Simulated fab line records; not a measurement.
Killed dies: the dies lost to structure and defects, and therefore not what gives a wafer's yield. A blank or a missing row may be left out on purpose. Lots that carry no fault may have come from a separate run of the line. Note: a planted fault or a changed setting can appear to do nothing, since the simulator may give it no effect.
Struck lot and sound lot, side by side | flow n5_finfet | 16 out of 1938 route steps
Sound: these wafers, L109.1, L109.4, L109.6. Struck: wafers L114.1, L114.3. (L114.4 of the same lot was not struck and is left out.) The cause comes at the end.
Each step with rows lists, per side, the tool, then ch with its chambers, then its first start. Under that, the readings that differ: sound wafers | struck wafers | difference of the means | sigmas: that difference in standard deviations of wafers without a fault.
alike: readings whose means differ by less than 2 such deviations, and words and numbers that are the same on both sides. not compared: withheld readings, readings that some wafer has no value for, bounds like >300 that may hide the same value, and numbers for which the record gives no deviation and whose values overlap.
The two part at a step that has a row with sigmas, a row that says differs or no value, or rows on one side only. Numbers that don't overlap but have no deviation are shown without sigmas and don't part them. A reading that every wafer of one side lacks parts them only if that side has two wafers or more.

first, 4 steps without rows for these wafers: N5_MOL_CONTACT_COAG_SOFTBAKE_79 (time 60 s); N5_MOL_CONTACT_COAG_EXPOSE_81 (exposes mask VG, defocus 0 nm); N5_MOL_CONTACT_COAG_PEB_82 (peb time 60 s); N5_MOL_CONTACT_COAG_DEVELOP_83 (develop time 30 s).
N5_MOL_CONTACT_COAG_CD_MEAS_84: target cd 25.1 nm.
  sound on cd_sem-02 ch 0, day 5 00:39; struck on cd_sem-02 ch 0, day 6 05:46
  alike: cd_nm
N5_MOL_CONTACT_COAG_OVL_MEAS_85:
  sound on overlay-01 ch 0, day 5 00:41; struck on overlay-01 ch 0, day 6 05:47
  alike: VG_OVL
N5_MOL_CONTACT_COAG_INSPECT_57: inspects for defects (brightfield).
  sound on defect_inspect-01 at day 5 00:44; struck on defect_inspect-02 at day 6 05:51
  alike: raw_defect_count
N5_MOL_CONTACT_COAG_DESCUM_88: chemistry O2, time 7 s.
  sound on rie_diel-06 ch 0,2,3, day 5 00:46; struck on rie_diel-01 ch 1,2, day 6 06:38
  alike: drypump_motor_current_A, oes_product_au, rf_vpp_V, showerhead_plenum_p_Torr, throttle_valve_pct
  not compared: rf_hours_counter_h
N5_MOL_CONTACT_COAG_ETCH_89: etches underlayer in N2/H2, target depth 13 nm, time 10.4 s.
  sound on rie_diel-06 ch 0,2,3, day 5 00:49; struck on rie_diel-01 ch 1,2, day 6 06:40
  alike: drypump_motor_current_A, etch_rf_on_time_s, n2_flow_sccm, oes_product_au, rf_vpp_V, showerhead_plenum_p_Torr, throttle_valve_pct
  not compared: rf_hours_counter_h
N5_MOL_CONTACT_COAG_ETCH_90: etches SiARC in CF4, target depth 13 nm, time 21.7 s.
  sound on rie_diel-06 ch 0,2,3, day 5 00:50; struck on rie_diel-01 ch 1,2, day 6 06:41
  alike: drypump_motor_current_A, etch_rf_on_time_s, oes_product_au, rf_vpp_V, showerhead_plenum_p_Torr, throttle_valve_pct
  not compared: rf_hours_counter_h
N5_MOL_CONTACT_COAG_ALD_131: deposits SiO2, target thk 5 nm, pulse time 1 s, co reactant pulse time 1 s.
  sound on ald_sin-03 ch 0,1,2, day 5 00:59; struck on ald_sin-04 ch 1,3, day 6 06:46
  alike: heater_power_w, precursor_pulse_height_rel
N5_MOL_CONTACT_COAG_ETCHBACK_132: etches SiO2 in CHF3, target depth 10 nm, time 6.7 s.
  sound on rie_diel-06 ch 0,1,2, day 5 01:14; struck on rie_diel-06 ch 0,1, day 6 06:57
  alike: drypump_motor_current_A, oes_f_703_au, oes_product_au, rf_vpp_V, showerhead_plenum_p_Torr, throttle_valve_pct
  not compared: rf_hours_counter_h
N5_MOL_CONTACT_COAG_ETCH_91: etches SOC in N2/H2, target depth 60 nm, overetch 21 nm, time 101.2 s.
  sound on rie_diel-06 ch 0,1,2, day 5 01:17; struck on rie_diel-06 ch 0,1, day 6 06:59
  reading                                             | sound     | struck  | difference | sigmas
  model.SiARC_of_MOL_CONTACT_COAG_COAT_76.thk_nm (nm) | 5.8 5.8 6 | 4.6 4.2 | -1.5       |
  alike: drypump_motor_current_A, n2_flow_sccm, oes_product_au, rf_vpp_V, showerhead_plenum_p_Torr, throttle_valve_pct
  not compared: rf_hours_counter_h
then, 1 step without rows for these wafers: N5_MOL_CONTACT_COAG_STRIP_92 (strips in N2/H2).
-- record jumps: 3 days separate the struck wafers' starts on either side; left off in module MOL_CONTACT_COAG, taken up again in module BEOL_M4, whose first shown step is the route's number 1111 --
N5_BEOL_M4_RC_MEAS_101:
  sound on prober-02 ch 0, day 8 04:49; struck on prober-01 ch 0, day 9 08:23
  reading       | sound       | struck  | difference | sigmas
  ION_P (uA/um) | 459 452 448 | 474 463 | +16        | +2
  alike: DIBL_N, DIBL_P, IOFF_N, IOFF_P, ION_N, SS_N, SS_P, VT_N, VT_P
-- the record jumps here: 5 days lie between the struck wafers' starts before and after (it left off in module BEOL_M4 and takes up again in module PASSIVATION, whose first step shown is number 1936 of the route) --
N5_PASSIVATION_PROBE_49:
  record: rows for the struck wafers here (prober-01, day 13 23:40), none for the sound ones

== WHERE THEY PART ==
Last at N5_PASSIVATION_PROBE_49 as far as this record goes, first at N5_BEOL_M4_RC_MEAS_101.

WHY: the cause the simulator had injected
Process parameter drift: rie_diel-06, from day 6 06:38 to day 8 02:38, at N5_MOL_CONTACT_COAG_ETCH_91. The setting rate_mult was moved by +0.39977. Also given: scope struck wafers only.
